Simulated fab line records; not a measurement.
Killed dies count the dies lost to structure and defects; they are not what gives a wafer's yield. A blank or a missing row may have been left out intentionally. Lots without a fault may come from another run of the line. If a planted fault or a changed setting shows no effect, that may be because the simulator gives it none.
fab line records | flow n5Finfet
record: lots: 24 wafers: 72 lastDay: 18
route steps=1938 shown DUMMY_GATE@244 SD_EPI_N@272 SD_ACTIVATION@330
lots with no fault: from the same line, run without faults
startH: hours from the record's opening day to when the first of the lot's shown wafers began | waitH: time in hours since the lot's previous step | " identical to the entry in the row above | L1.1+2: one row covering several wafers at once | - value missing, or start not given | * or withheld: withheld | < > ~ a bound
route shown NAME@n: a module of which the file shows steps, and the number in the route of the first | usual: average and standard deviation across the fault-free wafers | same: alike in all rows | chamber/n: place in a boat | sites: the reading at each site | _std_site: the standard deviation of these | _edge_site: the outer-site mean with the inner-site mean subtracted | radiusMm: for every site, how far away it sits from the centre of the wafer | mask NAME#n: copy n | behind: the last tool/chamber to shape the wafer | hold: what put the lot on hold/how long, in hours/how the hold closed | device: names the non-switching transistor (n, p or np) | end of line: the route-end tests of the same wafers | a step given without rows: its recipe and nothing more | killed: not the wafer's yield, but the dies lost to structure and defects at the first sort | map: the dies of a wafer, with x for killed, . for not killed, _ for no die there
set.NAME: the setting the step ran with; set.NAME@STEP: the setting that earlier step ran with | model.NAME: the simulator's own value behind a step, which no gauge read
steps of the route over a sample of lots; a table a step, a row a wafer
services: the hour from which a tool's chamber was out of use, counted from the record's first day as startH (under 0 if before that day), plus the number of hours and why
== steps ==
step: N5_DUMMY_GATE_STRIP_41
recipe: chemistry: O2 powerW: 400 tempC: 40 pressureMtorr: 30 rfFrequencyHz: 6e+07 biasPowerW: 0 overashFraction: 0.3 o2FlowSccm: 225
usual: drypumpMotorCurrentA: 5.42/0.29 oesProductAu: 0.74/0.065 rfVppV: 3.7/0.52 showerheadPlenumPTorr: 2.13/0.046 throttleValvePct: 16.73/0.2
columns lot.wafer tool chamber startH waitH drypumpMotorCurrentA oesProductAu rfHoursCounterH rfVppV showerheadPlenumPTorr throttleValvePct
L074.2 rieDiel-03 3 45.62 0.0 5.15 0.72 200 3.8 2.15 16.82
L074.3 " 2 " " 5.27 0.73 184 3.5 2.09 16.80
L074.6 " 3 " " 5.15 0.72 - 3.7 2.15 16.82
L075.2 rieDiel-06 0 53.58 0.0 5.06 0.77 109 3.4 2.21 16.55
L075.4 " 2 " " 5.89 0.77 159 3.8 2.10 16.99
L075.5 " 3 " " 5.33 0.74 - 3.7 2.11 16.78
L076.1 rieDiel-05 1 61.09 0.0 5.47 0.68 245 4.3 2.07 16.63
L076.4 " 0 " " 5.01 0.70 217 3.5 2.14 16.89
L076.5 " 1 " " 5.47 0.68 - 3.1 2.07 16.63
L077.3 rieDiel-03 3 66.82 0.0 5.16 0.71 207 3.5 2.14 16.84
L077.5 " 1 " " 5.28 0.86 - 2.7 2.24 16.54
L077.6 " 0 " " 5.94 0.74 - 4.2 2.09 16.42
L078.1 rieDiel-06 2 74.87 0.0 5.92 0.76 166 3.5 2.10 16.99
L078.2 " 3 " " 5.33 0.75 129 3.9 2.11 16.79
L078.5 " 0 " " 5.09 0.77 - 3.4 2.21 16.60
L079.2 rieDiel-03 1 83.07 0.0 5.28 0.87 26 3.9 2.23 16.51
L079.3 " 0 " " 5.94 0.74 160 4.1 2.09 16.41
L079.6 " 3 " " 5.16 0.71 - 4.7 2.14 16.85
L080.2 rieDiel-05 2 83.87 0.0 5.68 0.70 228 4.8 2.15 16.66
L080.3 " 3 " " 5.32 0.77 129 2.7 2.10 16.66
L080.5 " 3 " " 5.28 0.77 - 4.2 2.10 16.66
L081.1 rieDiel-06 0 88.64 0.0 5.10 0.77 120 4.1 2.21 16.57
L081.3 " 2 " " 5.90 0.76 169 3.1 2.10 16.99
L081.6 " 1 " " 5.45 0.71 - 4.4 2.15 16.78
L082.3 rieDiel-06 0 94.98 0.0 5.09 0.76 122 4.2 2.21 16.61
L082.5 " 1 " " 5.40 0.71 - 3.2 2.15 16.80
L082.6 " 0 " " 5.08 0.76 - 3.2 2.21 16.60
L083.1 rieDiel-06 0 99.35 0.0 5.08 0.76 123 4.0 2.20 16.59
L083.2 " 1 " " 5.45 0.69 224 3.5 2.15 16.79
L083.6 " 2 " " 5.90 0.75 - 4.2 2.10 17.00
L084.1 rieDiel-03 2 108.47 0.0 5.22 0.70 207 2.9 2.08 16.83
L084.4 " 3 " " 5.13 0.71 222 4.3 2.14 16.86
L084.5 " 1 " " 5.27 0.85 - 5.6 2.23 16.56
L085.1 rieDiel-05 2 113.09 0.0 5.66 0.69 239 3.4 2.15 16.68
L085.3 " 0 " " 5.03 0.70 231 3.6 2.13 16.93
L085.6 " 2 " " 5.70 0.70 - 3.8 2.15 16.68
L086.3 rieDiel-03 1 121.24 0.0 5.28 0.85 39 3.9 2.23 16.56
L086.4 " 3 " " 5.15 0.70 225 4.1 2.14 16.87
L086.5 " 2 " " 5.28 0.69 - 5.0 2.08 16.84
L087.2 rieDiel-05 2 129.13 0.0 5.67 0.69 242 4.2 2.15 16.71
L087.3 " 3 " " 5.31 0.76 142 3.7 2.09 16.67
L087.5 " 2 " " 5.69 0.69 - 3.8 2.15 16.68
L088.3 rieDiel-06 1 132.00 0.0 5.42 0.70 234 3.4 2.14 16.81
L088.5 " 1 " " 5.42 0.69 - 4.7 2.14 16.82
L088.6 " 0 " " 5.11 0.75 - 3.9 2.20 16.63
L089.1 rieDiel-06 1 137.80 0.0 5.41 0.69 237 2.6 2.14 16.84
L089.2 " 3 " " 5.33 0.72 151 3.0 2.10 16.82
L089.3 " 3 " " 5.33 0.72 - 3.1 2.10 16.83
L090.2 rieDiel-03 2 143.43 0.0 5.27 0.69 218 2.3 2.08 16.88
L090.3 " 1 " " 5.28 0.83 46 4.0 2.23 16.57
L090.4 " 0 " " 5.95 0.72 180 3.5 2.09 16.44
L091.1 rieDiel-06 1 148.62 0.0 5.45 0.68 242 3.8 2.14 16.83
L091.2 " 2 " " 5.91 0.75 180 4.4 2.09 17.01
L091.4 " 3 " " 5.29 0.71 156 4.0 2.10 16.84
L092.1 rieDiel-06 3 153.11 0.0 5.33 0.72 157 3.3 2.10 16.83
L092.2 " 2 " " 5.89 0.74 182 3.1 2.09 17.02
L092.3 " 0 " " 5.09 0.74 141 3.5 2.20 16.63
L093.1 rieDiel-06 1 161.16 0.0 5.42 0.69 246 3.3 2.14 16.83
L093.3 " 2 " " 5.89 0.75 184 3.9 2.09 17.03
L093.5 " 0 " " 5.11 0.74 - 2.3 2.20 16.62
L094.1 rieDiel-06 2 166.67 0.0 5.90 0.74 186 4.4 2.09 17.01
L094.4 " 0 " " 5.09 0.74 146 4.0 2.20 16.62
L094.5 " 1 " " 5.42 0.69 - 4.5 2.14 16.84
L095.2 rieDiel-05 1 175.37 0.0 5.45 0.94 22 3.5 2.06 16.23
L095.3 " 0 " " 5.01 0.68 249 4.1 2.13 16.94
L095.6 " 2 " " 5.68 0.96 - 3.8 2.14 16.28
L096.1 rieDiel-06 2 178.24 0.0 5.87 0.74 190 3.3 2.09 17.04
L096.3 " 3 " " 5.32 0.71 166 4.5 2.09 16.86
L096.4 " 0 " " 5.09 0.74 - 3.5 2.20 16.62
L097.3 rieDiel-03 1 186.45 0.0 5.30 0.81 59 3.4 2.22 16.61
L097.5 " 0 " " 5.94 0.72 - 3.9 2.08 16.47
L097.6 " 3 " " 5.12 0.69 - 3.0 2.13 16.89
step: N5_DUMMY_GATE_ETCH_23
recipe: chemistry: HBr/Cl2/O2 HBr_flow_sccm: 150 Cl2_flow_sccm: 80 O2_flow_sccm: 12 biasW: 102 targetDepthA: 410 timeS: 22.3 target: poly-Si maskMaterial: SiO2 pressureMtorr: 10 icpW: 800
usual: drypumpMotorCurrentA: 5.6/0.5 oesProductAu: 1.000/0.015 throttleValvePct: 37.2/0.35
columns lot.wafer tool chamber startH waitH drypumpMotorCurrentA oesProductAu rfHoursCounterH throttleValvePct
L074.2 rieSi-02 0 45.85 0.0 5.5 1.012 148 36.9
L074.3 " 2 " " 5.6 1.004 0 38.0
L074.6 " 2 " " 5.6 1.013 - 38.0
L075.2 rieSi-06 0 53.82 0.0 5.1 1.026 51 37.0
L075.4 " 1 " " 4.6 1.000 12 37.6
L075.5 " 2 " " 5.6 1.000 - 37.2
L076.1 rieSi-01 2 61.32 0.0 5.7 1.013 57 36.6
L076.4 " 3 " " 5.7 0.985 99 37.4
L076.5 " 2 " " 5.7 1.003 - 36.6
L077.3 rieSi-02 3 67.05 0.0 6.4 1.006 107 36.9
L077.5 " 0 " " 5.6 1.024 - 36.9
L077.6 " 1 " " 5.7 1.000 - 37.2
L078.1 rieSi-01 0 75.10 0.0 6.4 1.020 174 37.2
L078.2 " 3 " " 5.7 0.986 99 37.4
L078.5 " 1 " " 5.7 1.002 - 37.1
L079.2 rieSi-06 1 83.30 0.0 4.6 1.004 12 37.6
L079.3 " 0 " " 5.1 1.016 51 37.0
L079.6 " 0 " " 5.1 1.020 - 37.0
L080.2 rieSi-02 3 84.10 0.0 6.4 0.997 107 36.9
L080.3 " 1 " " 5.7 1.008 66 37.2
L080.5 " 2 " " 5.6 1.006 - 38.0
L081.1 rieSi-02 2 88.87 0.0 5.6 1.002 1 38.0
L081.3 " 1 " " 5.7 0.999 66 37.2
L081.6 " 3 " " 6.5 0.995 - 36.9
L082.3 rieSi-02 3 95.22 0.0 6.5 0.996 107 36.9
L082.5 " 0 " " 5.5 1.018 - 36.9
L082.6 " 3 " " 6.4 0.995 - 36.9
L083.1 rieSi-01 1 99.58 0.0 5.7 0.977 162 37.1
L083.2 " 2 " " 5.7 0.991 57 36.6
L083.6 " 2 " " 5.7 0.981 - 36.6
L084.1 rieSi-06 1 108.70 0.0 4.6 0.994 13 37.6
L084.4 " 0 " " 5.1 1.015 52 37.0
L084.5 " 0 " " 5.1 1.025 - 37.0
L085.1 rieSi-06 2 113.32 0.0 5.6 1.000 4 37.2
L085.3 " 3 " " 5.1 0.976 13 37.1
L085.6 " 1 " " 4.6 0.996 - 37.6
L086.3 rieSi-06 0 121.48 0.0 5.1 1.025 52 37.0
L086.4 " 1 " " 4.6 0.998 13 37.6
L086.5 " 2 " " 5.6 1.005 - 37.2
L087.2 rieSi-06 3 129.37 0.0 5.1 0.980 13 37.0
L087.3 " 0 " " 5.0 1.028 52 36.9
L087.5 " 3 " " 5.1 0.981 - 37.0
L088.3 rieSi-06 2 132.23 0.0 5.6 0.997 4 37.2
L088.5 " 3 " " 5.1 0.978 - 37.0
L088.6 " 0 " " 5.1 1.000 - 37.0
L089.1 rieSi-02 0 138.12 0.0 5.5 1.036 150 36.9
L089.2 " 3 " " 6.4 1.001 108 36.9
L089.3 " 1 " " 5.7 1.017 67 37.2
L090.2 rieSi-01 3 143.66 0.0 5.7 0.993 100 37.4
L090.3 " 1 " " 5.7 0.990 163 37.1
L090.4 " 2 " " 5.7 0.987 58 36.6
L091.1 rieSi-02 1 148.86 0.0 5.7 0.996 67 37.2
L091.2 " 2 " " 5.6 1.003 2 38.0
L091.4 " 0 " " 5.5 1.008 150 36.9
L092.1 rieSi-02 2 153.34 0.0 5.6 1.004 3 38.0
L092.2 " 0 " " 5.5 1.017 150 36.9
L092.3 " 1 " " 5.7 1.013 67 37.3
L093.1 rieSi-01 1 161.40 0.0 5.7 1.004 163 37.1
L093.3 " 0 " " 6.3 1.011 176 37.2
L093.5 " 2 " " 5.7 0.996 - 36.6
L094.1 rieSi-06 0 166.91 0.0 5.1 1.013 53 37.0
L094.4 " 2 " " 5.6 1.003 5 37.2
L094.5 " 0 " " 5.1 0.993 - 37.0
L095.2 rieSi-01 0 175.60 0.0 6.3 1.008 176 37.2
L095.3 " 3 " " 5.7 0.978 101 37.4
L095.6 " 0 " " 6.3 1.007 - 37.2
L096.1 rieSi-06 0 178.47 0.0 5.1 1.014 53 37.0
L096.3 " 1 " " 4.6 1.002 14 37.6
L096.4 " 2 " " 5.6 1.004 5 37.2
L097.3 rieSi-02 1 186.68 0.0 5.7 0.993 68 37.2
L097.5 " 3 " " 6.4 0.994 - 36.9
L097.6 " 0 " " 5.5 1.014 - 36.9
step: N5_DUMMY_GATE_ETCH_44
recipe: chemistry: HBr/O2 overEtchFrac: 0.7 targetDepthA: 1275 stopOn: SiO2 ionEnergyEv: 60 biasW: 20 target: poly-Si maskMaterial: SiO2 pressureMtorr: 20 icpW: 400 HBr_flow_sccm: 120 O2_flow_sccm: 10
usual: drypumpMotorCurrentA: 5.6/0.49 oesProductAu: 0.730/0.012 throttleValvePct: 18.42/0.24
columns lot.wafer tool chamber startH waitH drypumpMotorCurrentA oesProductAu rfHoursCounterH throttleValvePct
L074.2 rieSi-02 0 45.91 0.0 5.5 0.755 148 18.44
L074.3 " 2 " " 5.6 0.734 0 18.95
L074.6 " 2 " " 5.6 0.710 - 18.94
L075.2 rieSi-06 0 53.87 0.0 5.1 0.747 51 18.30
L075.4 " 1 " " 4.6 0.753 12 18.50
L075.5 " 2 " " 5.6 0.729 - 18.56
L076.1 rieSi-01 2 61.38 0.0 5.7 0.730 57 18.09
L076.4 " 3 " " 5.7 0.724 99 18.73
L076.5 " 2 " " 5.7 0.726 - 18.10
L077.3 rieSi-02 3 67.11 0.0 6.4 0.735 107 18.08
L077.5 " 0 " " 5.5 0.730 - 18.44
L077.6 " 1 " " 5.7 0.729 - 18.45
L078.1 rieSi-01 0 75.16 0.0 6.3 0.728 174 18.47
L078.2 " 3 " " 5.7 0.710 99 18.71
L078.5 " 1 " " 5.7 0.712 - 18.31
L079.2 rieSi-06 1 83.36 0.0 4.6 0.727 12 18.50
L079.3 " 0 " " 5.1 0.748 51 18.30
L079.6 " 0 " " 5.1 0.735 - 18.30
L080.2 rieSi-02 3 84.16 0.0 6.4 0.734 107 18.07
L080.3 " 1 " " 5.7 0.734 66 18.46
L080.5 " 2 " " 5.6 0.725 - 18.94
L081.1 rieSi-02 2 88.93 0.0 5.6 0.717 1 18.95
L081.3 " 1 " " 5.8 0.722 66 18.48
L081.6 " 3 " " 6.4 0.734 - 18.07
L082.3 rieSi-02 3 95.27 0.0 6.5 0.722 107 18.07
L082.5 " 0 " " 5.5 0.743 - 18.42
L082.6 " 3 " " 6.4 0.725 - 18.07
L083.1 rieSi-01 1 99.64 0.0 5.7 0.737 162 18.33
L083.2 " 2 " " 5.7 0.715 57 18.10
L083.6 " 2 " " 5.7 0.732 - 18.09
L084.1 rieSi-06 1 108.76 0.0 4.6 0.737 13 18.51
L084.4 " 0 " " 5.1 0.740 52 18.30
L084.5 " 0 " " 5.1 0.752 - 18.28
L085.1 rieSi-06 2 113.38 0.0 5.6 0.733 4 18.56
L085.3 " 3 " " 5.1 0.723 13 18.34
L085.6 " 1 " " 4.6 0.743 - 18.49
L086.3 rieSi-06 0 121.53 0.0 5.1 0.735 52 18.28
L086.4 " 1 " " 4.7 0.720 13 18.49
L086.5 " 2 " " 5.6 0.730 - 18.54
L087.2 rieSi-06 3 129.42 0.0 5.1 0.723 13 18.35
L087.3 " 0 " " 5.1 0.754 52 18.30
L087.5 " 3 " " 5.1 0.723 - 18.34
L088.3 rieSi-06 2 132.29 0.0 5.6 0.741 4 18.54
L088.5 " 3 " " 5.1 0.714 - 18.36
L088.6 " 0 " " 5.1 0.747 - 18.30
L089.1 rieSi-02 0 138.18 0.0 5.5 0.747 150 18.43
L089.2 " 3 " " 6.4 0.714 108 18.07
L089.3 " 1 " " 5.7 0.726 67 18.47
L090.2 rieSi-01 3 143.72 0.0 5.7 0.726 100 18.73
L090.3 " 1 " " 5.7 0.726 163 18.33
L090.4 " 2 " " 5.7 0.718 58 18.09
L091.1 rieSi-02 1 148.91 0.0 5.7 0.735 67 18.46
L091.2 " 2 " " 5.6 0.740 2 18.95
L091.4 " 0 " " 5.5 0.740 150 18.44
L092.1 rieSi-02 2 153.40 0.0 5.6 0.712 3 18.94
L092.2 " 0 " " 5.5 0.732 150 18.44
L092.3 " 1 " " 5.7 0.737 67 18.47
L093.1 rieSi-01 1 161.45 0.0 5.7 0.718 163 18.32
L093.3 " 0 " " 6.3 0.734 176 18.47
L093.5 " 2 " " 5.7 0.719 - 18.09
L094.1 rieSi-06 0 166.96 0.0 5.1 0.755 53 18.30
L094.4 " 2 " " 5.6 0.733 5 18.57
L094.5 " 0 " " 5.1 0.742 - 18.30
L095.2 rieSi-01 0 175.66 0.0 6.4 0.734 176 18.48
L095.3 " 3 " " 5.7 0.721 101 18.72
L095.6 " 0 " " 6.3 0.725 - 18.48
L096.1 rieSi-06 0 178.53 0.0 5.1 0.746 53 18.29
L096.3 " 1 " " 4.6 0.743 14 18.49
L096.4 " 2 " " 5.6 0.734 5 18.54
L097.3 rieSi-02 1 186.74 0.0 5.7 0.730 68 18.47
L097.5 " 3 " " 6.5 0.734 - 18.08
L097.6 " 0 " " 5.5 0.739 - 18.44
step: N5_DUMMY_GATE_INSPECT_27
recipe: inspectInstrument: brightfield mode: aei
usual: rawDefectCount: 311/78
columns lot.wafer tool chamber startH waitH rawDefectCount
L074.2 defectInspect-01 - 46.43 0.0 365
L074.3 " - " " 506
L074.6 " - " " 424
L075.2 defectInspect-01 - 54.27 0.0 203
L075.4 " - " " 206
L075.5 " - " " 199
L076.1 defectInspect-02 - 61.78 0.0 249
L076.4 " - " " 288
L076.5 " - " " 268
L077.3 defectInspect-02 - 67.63 0.0 272
L077.5 " - " " 433
L077.6 " - " " 312
L078.1 defectInspect-02 - 75.55 0.0 286
L078.2 " - " " 407
L078.5 " - " " 359
L079.2 defectInspect-02 - 83.98 0.0 307
L079.3 " - " " 340
L079.6 " - " " 307
L080.2 defectInspect-01 - 84.55 0.0 327
L080.3 " - " " 320
L080.5 " - " " 323
L081.1 defectInspect-02 - 89.35 0.0 259
L081.3 " - " " 236
L081.6 " - " " 308
L082.3 defectInspect-01 - 95.68 0.0 272
L082.5 " - " " 352
L082.6 " - " " 304
L083.1 defectInspect-02 - 100.05 0.0 384
L083.2 " - " " 312
L083.6 " - " " 276
L084.1 defectInspect-02 - 109.16 0.0 289
L084.4 " - " " 288
L084.5 " - " " 344
L085.1 defectInspect-02 - 113.78 0.0 262
L085.3 " - " " 222
L085.6 " - " " 312
L086.3 defectInspect-02 - 121.93 0.0 390
L086.4 " - " " 276
L086.5 " - " " 250
L087.2 defectInspect-02 - 129.89 0.0 348
L087.3 " - " " 350
L087.5 " - " " 252
L088.3 defectInspect-02 - 132.74 0.0 316
L088.5 " - " " 312
L088.6 " - " " 164
L089.1 defectInspect-02 - 138.66 0.0 202
L089.2 " - " " 282
L089.3 " - " " 220
L090.2 defectInspect-02 - 144.11 0.0 432
L090.3 " - " " 325
L090.4 " - " " 228
L091.1 defectInspect-02 - 149.32 0.0 191
L091.2 " - " " 208
L091.4 " - " " 231
L092.1 defectInspect-02 - 153.80 0.0 360
L092.2 " - " " 223
L092.3 " - " " 266
L093.1 defectInspect-02 - 161.85 0.0 389
L093.3 " - " " 422
L093.5 " - " " 466
L094.1 defectInspect-02 - 167.36 0.0 304
L094.4 " - " " 509
L094.5 " - " " 481
L095.2 defectInspect-02 - 176.07 0.0 258
L095.3 " - " " 226
L095.6 " - " " 342
L096.1 defectInspect-02 - 178.92 0.0 258
L096.3 " - " " 291
L096.4 " - " " 306
L097.3 defectInspect-02 - 187.21 0.0 281
L097.5 " - " " 228
L097.6 " - " " 290
step: N5_SD_EPI_N_INSPECT_11
recipe: mode: adi inspectInstrument: macro
usual: rawDefectCount: 1.8/1.3
columns lot.wafer tool chamber startH waitH rawDefectCount
L074.2 defectInspect-02 - 47.50 0.0 1
L074.3 " - " " 2
L074.6 " - " " 2
L075.2 defectInspect-01 - 55.33 0.0 4
L075.4 " - " " 2
L075.5 " - " " 3
L076.1 defectInspect-02 - 63.23 0.0 2
L076.4 " - " " 2
L076.5 " - " " 4
L077.3 defectInspect-01 - 68.57 0.0 3
L077.5 " - " " 0
L077.6 " - " " 4
L078.1 defectInspect-02 - 76.61 0.0 2
L078.2 " - " " 4
L078.5 " - " " 3
L079.2 defectInspect-02 - 85.04 0.0 2
L079.3 " - " " 2
L079.6 " - " " 4
L080.2 defectInspect-02 - 85.61 0.0 3
L080.3 " - " " 2
L080.5 " - " " 1
L081.1 defectInspect-02 - 90.75 0.0 3
L081.3 " - " " 2
L081.6 " - " " 1
L082.3 defectInspect-02 - 96.79 0.0 2
L082.5 " - " " 3
L082.6 " - " " 2
L083.1 defectInspect-02 - 103.29 0.0 5
L083.2 " - " " 1
L083.6 " - " " 3
L084.1 defectInspect-01 - 110.22 0.0 3
L084.4 " - " " 3
L084.5 " - " " 0
L085.1 defectInspect-01 - 115.22 0.0 1
L085.3 " - " " 0
L085.6 " - " " 3
L086.3 defectInspect-01 - 122.86 0.0 0
L086.4 " - " " 4
L086.5 " - " " 2
L087.2 defectInspect-02 - 131.36 0.0 3
L087.3 " - " " 1
L087.5 " - " " 2
L088.3 defectInspect-02 - 134.05 0.0 0
L088.5 " - " " 1
L088.6 " - " " 0
L089.1 defectInspect-01 - 139.72 0.0 1
L089.2 " - " " 1
L089.3 " - " " 1
L090.2 defectInspect-02 - 145.17 0.0 1
L090.3 " - " " 0
L090.4 " - " " 2
L091.1 defectInspect-01 - 150.56 0.0 1
L091.2 " - " " 1
L091.4 " - " " 0
L092.1 defectInspect-02 - 155.97 0.0 0
L092.2 " - " " 1
L092.3 " - " " 1
L093.1 defectInspect-01 - 162.78 0.0 3
L093.3 " - " " 2
L093.5 " - " " 1
L094.1 defectInspect-02 - 168.60 0.0 0
L094.4 " - " " 2
L094.5 " - " " 3
L095.2 defectInspect-02 - 177.23 0.0 1
L095.3 " - " " 1
L095.6 " - " " 2
L096.1 defectInspect-01 - 179.99 0.0 3
L096.3 " - " " 0
L096.4 " - " " 1
L097.3 defectInspect-02 - 189.53 0.0 2
L097.5 " - " " 4
L097.6 " - " " 1
step: N5_SD_ACTIVATION_RTA_00
recipe: tempC: 975 timeS: 0 ambient: N2 idleTempC: 600 rampUpCPerS: 150 rampDownCPerS: 60 coolToC: 600
usual: lampPowerPct: 8.96/0.055 lamp_zone_3_pct: 8.951/0.03 wafer_temp_C_max: 975.1/1.8
columns lot.wafer tool chamber startH waitH lampPowerPct lamp_zone_3_pct wafer_temp_C_max
L074.2 rtpAnneal-02 0 56.25 0.1 8.96 8.998 973.4
L074.3 " 0 " " 8.91 8.969 975.6
L074.6 " 0 " " 9.02 8.929 975.6
L075.2 rtpAnneal-01 0 63.70 0.1 9.04 8.972 973.9
L075.4 " 0 " " 8.98 8.946 977.4
L075.5 " 0 " " 8.94 8.914 975.1
L076.1 rtpAnneal-01 0 71.65 0.2 9.06 8.928 975.7
L076.4 " 0 " " 8.94 8.984 977.1
L076.5 " 0 " " 8.98 8.964 973.6
L077.3 rtpAnneal-02 0 77.34 0.2 9.02 8.986 977.7
L077.5 " 0 " " 8.96 8.959 976.1
L077.6 " 0 " " 8.95 8.940 975.7
L078.1 rtpAnneal-01 0 87.45 0.0 8.99 8.992 971.6
L078.2 " 0 " " 8.90 9.004 979.3
L078.5 " 0 " " 8.97 8.923 972.9
L079.2 rtpAnneal-01 0 93.75 0.1 9.05 8.899 974.9
L079.3 " 0 " " 9.00 8.946 975.4
L079.6 " 0 " " 8.97 8.980 971.9
L080.2 rtpAnneal-01 0 95.22 0.1 9.05 8.941 972.8
L080.3 " 0 " " 9.05 8.961 974.5
L080.5 " 0 " " 8.99 8.924 974.9
L081.1 rtpAnneal-02 0 99.94 0.0 8.94 8.941 973.5
L081.3 " 0 " " 8.92 8.923 977.4
L081.6 " 0 " " 8.98 8.941 977.0
L082.3 rtpAnneal-01 0 106.47 0.2 8.90 8.976 977.6
L082.5 " 0 " " 8.97 8.946 976.0
L082.6 " 0 " " 9.00 8.997 975.3
L083.1 rtpAnneal-02 0 111.73 0.0 8.94 8.965 972.5
L083.2 " 0 " " 8.96 8.928 977.2
L083.6 " 0 " " 8.83 8.970 978.1
L084.1 rtpAnneal-01 0 118.59 0.0 8.87 8.958 976.2
L084.4 " 0 " " 8.89 8.974 971.8
L084.5 " 0 " " 8.98 9.003 974.8
L085.1 rtpAnneal-01 0 123.56 0.0 8.96 8.949 971.6
L085.3 " 0 " " 8.96 8.931 975.8
L085.6 " 0 " " 8.94 8.910 975.7
L086.3 rtpAnneal-01 0 131.15 0.1 8.98 8.966 975.1
L086.4 " 0 " " 8.84 8.923 975.2
L086.5 " 0 " " 8.98 8.933 974.7
L087.2 rtpAnneal-01 0 139.90 0.1 8.90 8.925 971.7
L087.3 " 0 " " 9.01 9.011 978.9
L087.5 " 0 " " 8.90 8.953 974.5
L088.3 rtpAnneal-02 0 142.76 0.1 8.97 8.931 974.0
L088.5 " 0 " " 9.02 8.988 976.9
L088.6 " 0 " " 8.91 8.992 972.8
L089.1 rtpAnneal-01 0 148.24 0.2 9.04 8.959 973.3
L089.2 " 0 " " 8.92 9.036 972.9
L089.3 " 0 " " 8.95 8.945 972.9
L090.2 rtpAnneal-02 0 153.59 0.1 8.92 8.894 975.6
L090.3 " 0 " " 8.94 8.985 973.2
L090.4 " 0 " " 8.95 8.949 977.8
L091.1 rtpAnneal-01 0 159.34 0.0 9.02 8.945 975.2
L091.2 " 0 " " 8.93 8.958 974.1
L091.4 " 0 " " 8.95 8.958 976.7
L092.1 rtpAnneal-01 0 164.90 0.0 8.93 8.917 974.7
L092.2 " 0 " " 8.98 8.904 977.7
L092.3 " 0 " " 8.89 8.931 973.7
L093.1 rtpAnneal-01 0 171.00 0.0 8.98 8.953 973.8
L093.3 " 0 " " 9.00 8.958 975.2
L093.5 " 0 " " 8.91 8.976 973.9
L094.1 rtpAnneal-02 0 177.33 0.5 8.95 8.959 975.2
L094.4 " 0 " " 9.01 8.986 972.9
L094.5 " 0 " " 8.97 8.928 976.4
L095.2 rtpAnneal-01 0 187.48 0.1 8.87 8.991 976.7
L095.3 " 0 " " 8.94 8.997 979.4
L095.6 " 0 " " 9.11 8.963 976.0
L096.1 rtpAnneal-02 0 189.31 0.0 8.89 8.988 974.7
L096.3 " 0 " " 9.06 8.985 975.0
L096.4 " 0 " " 9.00 8.943 976.7
L097.3 rtpAnneal-01 0 198.11 0.2 9.00 8.939 974.9
L097.5 " 0 " " 8.97 8.900 977.2
L097.6 " 0 " " 9.01 8.970 978.6
== services ==
columns tool chamber startH hours kind
rieSi-02 3 21.96 8.1 repair
rieSi-01 2 38.08 5.0 repair
rieDiel-05 1 77.53 - clean
rieDiel-05 1 77.53 - consumableReplace:focusRing
rieDiel-05 1 77.53 21.6 scheduledDown
rieDiel-05 1 77.53 21.6 ventCycle
rtpAnneal-02 - 84.60 0.9 pm
rieSi-01 - 85.28 4.1 repair
rieDiel-05 0 91.43 9.1 repair
rieSi-06 3 93.16 4.6 repair
rieSi-06 - 100.22 0.4 repair
rieDiel-06 2 118.80 26.8 repair
rieSi-06 2 123.88 7.5 repair
rieSi-01 - 134.41 0.8 repair
rieSi-01 2 138.88 3.6 repair
rieDiel-05 2 156.15 - clean
rieDiel-05 2 156.15 - consumableReplace:focusRing
rieDiel-06 0 169.70 4.3 repair
rieDiel-06 1 173.98 - clean
rieDiel-06 1 173.98 - consumableReplace:focusRing
rieDiel-06 1 173.98 20.7 scheduledDown
rieDiel-06 1 173.98 20.7 ventCycle
rieDiel-05 - 184.13 1.2 repair
rieSi-01 0 188.07 7.8 repair
== key ==
fault none
